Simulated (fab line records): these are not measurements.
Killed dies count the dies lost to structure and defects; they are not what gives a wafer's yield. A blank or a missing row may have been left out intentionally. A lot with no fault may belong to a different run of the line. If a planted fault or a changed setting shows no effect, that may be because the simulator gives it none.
Which tool was responsible?	flow n5 finfet	Sampling: 24 lots, 72 wafers, 4 of 1938 route steps

WHAT EACH GAUGE READ, for each wafer
N5_BEOL_M5_THK_MEAS_53: measures by xrf. Usual: M5_THK 60.4 nm, standard deviation 2.
lot	measured	on	M5_THK (nm)	flag
L074	day 8 01:41	film metro-02	62.6 62.5 60.7	
L075	day 8 17:20	film metro-02	60.6 60.4 55.9	
L076	day 8 20:35	film metro-01	60.0 61.9 61.0	
L077	day 8 21:12	film metro-01	58.2 61.6 61.4	
L078	day 9 13:14	film metro-01	61.1 60.8 59.4	
L079	day 9 15:21	film metro-02	61.9 63.0 60.9	
L080	day 9 20:52	film metro-01	59.4 58.7 60.2	
L081	day 9 23:15	film metro-02	61.7 61.3 59.3	
L082	day 10 15:23	film metro-02	60.1 60.9 58.3	
L084	day 10 20:40	film metro-02	59.7 58.6 60.6	
L083	day 10 17:31	film metro-01	58.6 58.7 59.6	
L085	day 10 22:52	film metro-02	58.3 60.3 61.2	
L086	day 11 17:24	film metro-01	58.8 61.5 58.9	
L088	day 11 21:26	film metro-01	64.9 63.7 62.4	
L087	day 11 22:05	film metro-01	58.9 63.0 61.2	
L089	day 12 02:29	film metro-02	56.6 56.2 57.8	
L090	day 12 15:10	film metro-02	59.5 59.2 59.7	
L091	day 13 13:53	film metro-02	58.4 62.5 58.4	
L092	day 12 22:20	film metro-01	62.0 57.7 63.7	
L093	day 13 06:53	film metro-01	64.0 61.0 63.9	
L094	day 13 04:04	film metro-02	61.4 60.5 62.0	
L095	day 13 23:40	film metro-02	63.2 61.1 59.6	
L096	day 14 06:09	film metro-01	60.2 61.6 59.5	
L097	day 14 20:43	film metro-01	60.3 60.0 60.1	

TOOL THAT RAN EACH LOT (tool first, then ch and the chambers of the sampled wafers, then the start)
lot	N5_BEOL_M5_STRIP_36	N5_BEOL_M5_SPUTTER_48	N5_BEOL_M5_ANNEAL_84
L074	rie diel-05 ch 2,3, day 7 19:10	pvd sputter-01, day 7 20:32	pvd sputter-01, day 7 22:47
L075	rie diel-05 ch 0,1,3, day 8 10:56	pvd sputter-01, day 8 12:11	pvd sputter-01, day 8 14:26
L076	rie diel-04 ch 1,2,3, day 8 13:26	pvd sputter-03, day 8 15:27	pvd sputter-03, day 8 17:42
L077	rie diel-05 ch 0,1,2, day 8 13:50	pvd sputter-02, day 8 16:03	pvd sputter-02, day 8 18:19
L078	rie diel-03 ch 1,2, day 9 06:32	pvd sputter-02, day 9 08:05	pvd sputter-02, day 9 10:20
L079	rie diel-03 ch 1,2,3, day 9 06:56	pvd sputter-03, day 9 10:04	pvd sputter-03, day 9 12:19
L080	rie diel-04 ch 1,2, day 9 14:13	pvd sputter-02, day 9 15:44	pvd sputter-02, day 9 17:59
L081	rie diel-03 ch 2,3, day 9 14:32	pvd sputter-03, day 9 18:07	pvd sputter-03, day 9 20:22
L082	rie diel-04 ch 0,2, day 10 08:56	pvd sputter-01, day 10 10:15	pvd sputter-01, day 10 12:30
L084	rie diel-05 ch 0,2,3, day 10 10:57	pvd sputter-03, day 10 12:36	pvd sputter-03, day 10 17:47
L083	rie diel-04 ch 0,2,3, day 10 11:06	pvd sputter-02, day 10 12:22	pvd sputter-02, day 10 14:38
L085	rie diel-03 ch 0,1,2, day 10 16:07	pvd sputter-02, day 10 17:35	pvd sputter-02, day 10 19:50
L086	rie diel-04 ch 0,1,3, day 11 10:21	pvd sputter-01, day 11 12:13	pvd sputter-01, day 11 14:28
L088	rie diel-03 ch 0,2, day 11 14:37	pvd sputter-02, day 11 16:18	pvd sputter-02, day 11 18:33
L087	rie diel-03 ch 0,2,3, day 11 15:01	pvd sputter-01, day 11 16:56	pvd sputter-01, day 11 19:11
L089	rie diel-04 ch 1,2, day 11 19:50	pvd sputter-02, day 11 21:20	pvd sputter-02, day 11 23:35
L090	rie diel-03 ch 0,1, day 12 08:30	pvd sputter-01, day 12 10:01	pvd sputter-01, day 12 12:16
L091	rie diel-03 ch 0,2, day 12 11:32	pvd sputter-02, day 12 13:06	pvd sputter-02, day 13 11:00
L092	rie diel-04 ch 1,2,3, day 12 15:36	pvd sputter-03, day 12 17:11	pvd sputter-03, day 12 19:27
L093	rie diel-03 ch 0,2,3, day 12 20:55	pvd sputter-01, day 12 22:26	pvd sputter-01, day 13 00:41
L094	rie diel-03 ch 0,1, day 12 21:40	pvd sputter-03, day 12 22:55	pvd sputter-03, day 13 01:11
L095	rie diel-03 ch 1,2,3, day 13 16:01	pvd sputter-01, day 13 18:15	pvd sputter-01, day 13 20:30
L096	rie diel-05 ch 0,2,3, day 13 22:25	pvd sputter-03, day 14 01:01	pvd sputter-03, day 14 03:16
L097	rie diel-05 ch 2,3, day 14 13:51	pvd sputter-02, day 14 15:28	pvd sputter-02, day 14 17:43
- N5_BEOL_M5_STRIP_36: strips in N2/H2.
- N5_BEOL_M5_SPUTTER_48: material Cu, target thk 15 nm, time 27.62 s.
- N5_BEOL_M5_ANNEAL_84: time 1800 s.

WHAT THE TOOLS THEMSELVES READ (means of the sampled wafers that have a number; where no wafer has one, the mark that the record gives instead)
N5_BEOL_M5_STRIP_36. Usual: drypump motor current A 5.6 A, standard deviation 0.55; oes product au 0.80 a.u., standard deviation 0.1; power w 449.9 W, standard deviation 1.5; rf vpp V 59.3 V, standard deviation 1.7; showerhead plenum p Torr 2.53 Torr, standard deviation 0.094; throttle valve pct 23.5 %, standard deviation 0.44.
lot	tool	drypump motor current A (A)	oes product au (a.u.)	power w (W)	rf vpp V (V)	showerhead plenum p Torr (Torr)	throttle valve pct (%)	flag
L074	rie diel-05	5.2	0.68	450.0	60.4	2.53	23.1	
L075	rie diel-05	5.4	0.75	449.2	58.4	2.49	23.3	
L076	rie diel-04	5.8	0.73	450.3	58.9	2.46	23.8	
L077	rie diel-05	5.7	0.76	450.5	58.6	2.53	23.2	
L078	rie diel-03	6.0	0.79	449.7	59.4	2.64	23.5	
L079	rie diel-03	5.7	0.86	449.9	59.1	2.60	23.7	
L080	rie diel-04	5.9	0.70	448.8	59.2	2.48	24.0	
L081	rie diel-03	6.2	0.82	447.9	58.1	2.58	23.4	
L082	rie diel-04	5.5	0.69	449.4	59.4	2.44	23.7	
L084	rie diel-05	5.4	0.83	449.8	58.1	2.55	22.8	
L083	rie diel-04	5.8	0.72	450.3	59.5	2.45	23.7	
L085	rie diel-03	5.7	0.85	450.1	58.4	2.59	23.7	
L086	rie diel-04	5.4	0.72	449.5	57.9	2.41	23.6	
L088	rie diel-03	6.0	0.87	450.4	58.5	2.52	23.5	
L087	rie diel-03	5.9	0.86	451.0	60.1	2.52	23.6	
L089	rie diel-04	5.4	0.69	451.1	59.0	2.44	23.8	
L090	rie diel-03	5.1	0.85	450.2	59.7	2.61	24.0	
L091	rie diel-03	6.3	0.80	451.3	59.0	2.57	23.3	
L092	rie diel-04	5.8	0.70	450.3	57.8	2.45	23.8	
L093	rie diel-03	5.9	0.85	451.0	58.2	2.52	23.6	
L094	rie diel-03	5.4	0.88	450.1	58.9	2.55	23.8	
L095	rie diel-03	5.6	0.83	449.8	58.9	2.59	23.7	
L096	rie diel-05	5.4	0.90	450.1	58.9	2.53	22.8	
L097	rie diel-05	5.5	0.92	450.6	60.4	2.54	22.7	

N5_BEOL_M5_SPUTTER_48. Usual: throttle valve pct 29.6 %, standard deviation 1.1.
lot	tool	throttle valve pct (%)	flag
L074	pvd sputter-01	28.3	
L075	pvd sputter-01	28.3	
L076	pvd sputter-03	30.8	
L077	pvd sputter-02	29.3	
L078	pvd sputter-02	29.4	
L079	pvd sputter-03	30.7	
L080	pvd sputter-02	29.7	
L081	pvd sputter-03	30.0	
L082	pvd sputter-01	29.3	
L084	pvd sputter-03	29.8	
L083	pvd sputter-02	30.0	
L085	pvd sputter-02	29.1	
L086	pvd sputter-01	28.7	
L088	pvd sputter-02	29.6	
L087	pvd sputter-01	28.7	
L089	pvd sputter-02	29.2	
L090	pvd sputter-01	29.0	
L091	pvd sputter-02	30.0	
L092	pvd sputter-03	30.4	
L093	pvd sputter-01	28.0	
L094	pvd sputter-03	29.3	
L095	pvd sputter-01	29.4	
L096	pvd sputter-03	30.0	
L097	pvd sputter-02	29.5	

N5_BEOL_M5_ANNEAL_84. Usual: heater power w 812 W, standard deviation 74.
lot	tool	heater power w (W)	flag
L074	pvd sputter-01	806	
L075	pvd sputter-01	819	
L076	pvd sputter-03	760	
L077	pvd sputter-02	838	
L078	pvd sputter-02	841	
L079	pvd sputter-03	820	
L080	pvd sputter-02	838	
L081	pvd sputter-03	736	
L082	pvd sputter-01	834	
L084	pvd sputter-03	737	
L083	pvd sputter-02	814	
L085	pvd sputter-02	851	
L086	pvd sputter-01	866	
L088	pvd sputter-02	848	
L087	pvd sputter-01	868	
L089	pvd sputter-02	834	
L090	pvd sputter-01	745	
L091	pvd sputter-02	818	
L092	pvd sputter-03	787	
L093	pvd sputter-01	867	
L094	pvd sputter-03	761	
L095	pvd sputter-01	898	
L096	pvd sputter-03	839	
L097	pvd sputter-02	834	

THE ANSWER, worked out from the rows above alone
Rule: a lot counts as off when the mean over its wafers that have a number is more than 3 standard deviations away from the usual mean. Also off: a lot with no number at a reading for which 4 or more lots have one. All remaining lots with rows at the step are treated as sound. First the gauges in route order, then the tools' own readings, where a lot's mean is used as printed above. At the first step where some lot is off, the reading lying furthest off is the one used; lots without a number count as furthest.
None of the lots is off at any reading shown; this tells nothing.

WHAT THE SIMULATOR HAD PUT IN
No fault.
